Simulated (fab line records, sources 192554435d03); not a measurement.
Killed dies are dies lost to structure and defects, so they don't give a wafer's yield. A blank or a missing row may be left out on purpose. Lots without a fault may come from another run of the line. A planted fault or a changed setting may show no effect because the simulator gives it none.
Chamber matching | flow n5_finfet | N5_GATE_CUT_SAC_CAP_01 on ald_sin-03: 4 sister chambers
The step material SiNx, target thk 24 nm, pulse time 1 s, ald cycles 480. 8 wafers are shown with their chamber, then 7 later ones without.

WAFERS WITH THEIR CHAMBER
wafer  | chamber | heater_power_w (W) | heater_power_outer_w (W)
L077.1 | 1       | 927                | 521
L081.5 | 1       | 884                | 510
L087.3 | 3       | 822                | 483
L093.3 | 2       | 720                | 480
L093.4 | 3       | 830                | 488
L093.6 | 2       | 730                | 477
L094.1 | 0       | 828                | 477
L094.5 | 0       | 799                | 483

WAFERS WITHOUT THEIR CHAMBER
wafer  | heater_power_w (W) | heater_power_outer_w (W)
L094.6 | 830                | 499
L096.1 | 821                | 494
L096.5 | 829                | 493
L096.6 | 724                | 471
L097.1 | 727                | 481
L097.2 | 865                | 496
L097.3 | 914                | 519

WHICH CHAMBER EACH WENT THROUGH
wafer  | from the rows above          | in truth
L094.6 | can't be placed: 3 or 0      | 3
L096.1 | can't be placed: 3 or 0      | 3
L096.5 | can't be placed: 3 or 0      | 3
L096.6 | 2                            | 2
L097.1 | 2                            | 2
L097.2 | can't be placed: 3 or 0 or 1 | 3
L097.3 | 1                            | 1
Placed correctly: 3 of 7. Can't be placed from these rows: 4 (the true chamber is among the candidates in 4). Placed wrongly: 0.
How it was worked out, from the rows above alone: a wafer's distance from a chamber is the root of the sum, over the readings, of the square of ((its reading less the chamber's mean) divided by the reading's scatter). The wafer belongs to the nearest chamber; if the next one is less than 2 further off, it can't be placed. A chamber's mean is the mean of its shown wafers. The scatter: the root of (the sum of the squares of (reading less its chamber's mean) over the shown wafers, divided by (wafers less chambers)).
